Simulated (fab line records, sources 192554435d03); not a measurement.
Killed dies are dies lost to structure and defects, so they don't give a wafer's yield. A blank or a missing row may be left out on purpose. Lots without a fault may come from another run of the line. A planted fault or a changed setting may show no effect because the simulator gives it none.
Chamber matching | flow n5_finfet | N5_BEOL_M11_DEP_56 on pecvd-01: 3 sister chambers
The step deposits SiCN from 3MS/NH3, target thk 30 nm, time 10.5 s. 3 wafers are shown with their chamber, then 10 later ones without.

WAFERS WITH THEIR CHAMBER
wafer  | chamber | throttle_valve_pct (%)
L081.2 | 1       | 19.9
L080.2 | 2       | 17.8
L080.3 | 0       | 17.9

WAFERS WITHOUT THEIR CHAMBER
wafer  | throttle_valve_pct (%)
L080.6 | 20.1
L082.1 | 17.8
L082.2 | 17.6
L082.4 | 17.8
L085.4 | 17.9
L085.5 | 19.7
L085.6 | 18.2
L088.1 | 18.2
L088.2 | 19.9
L088.6 | 17.7

WHICH CHAMBER EACH WENT THROUGH
wafer  | from the rows above     | in truth
L080.6 | 1                       | 1
L082.1 | can't be placed: 2 or 0 | 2
L082.2 | can't be placed: 2 or 0 | 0
L082.4 | can't be placed: 2 or 0 | 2
L085.4 | can't be placed: 0 or 2 | 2
L085.5 | 1                       | 1
L085.6 | can't be placed: 0 or 2 | 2
L088.1 | can't be placed: 0 or 2 | 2
L088.2 | 1                       | 1
L088.6 | can't be placed: 2 or 0 | 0
Placed correctly: 3 of 10. Can't be placed from these rows: 7 (the true chamber is among the candidates in 7). Placed wrongly: 0.
How it was worked out, from the rows above alone: a wafer's distance from a chamber is the root of the sum, over the readings, of the square of ((its reading less the chamber's mean) divided by the reading's scatter). The wafer belongs to the nearest chamber; if the next one is less than 2 further off, it can't be placed. A chamber's mean is the mean of its shown wafers. The scatter: with one shown wafer a chamber, the root of the mean of the squares of how far each hidden wafer lies from its nearest shown one.
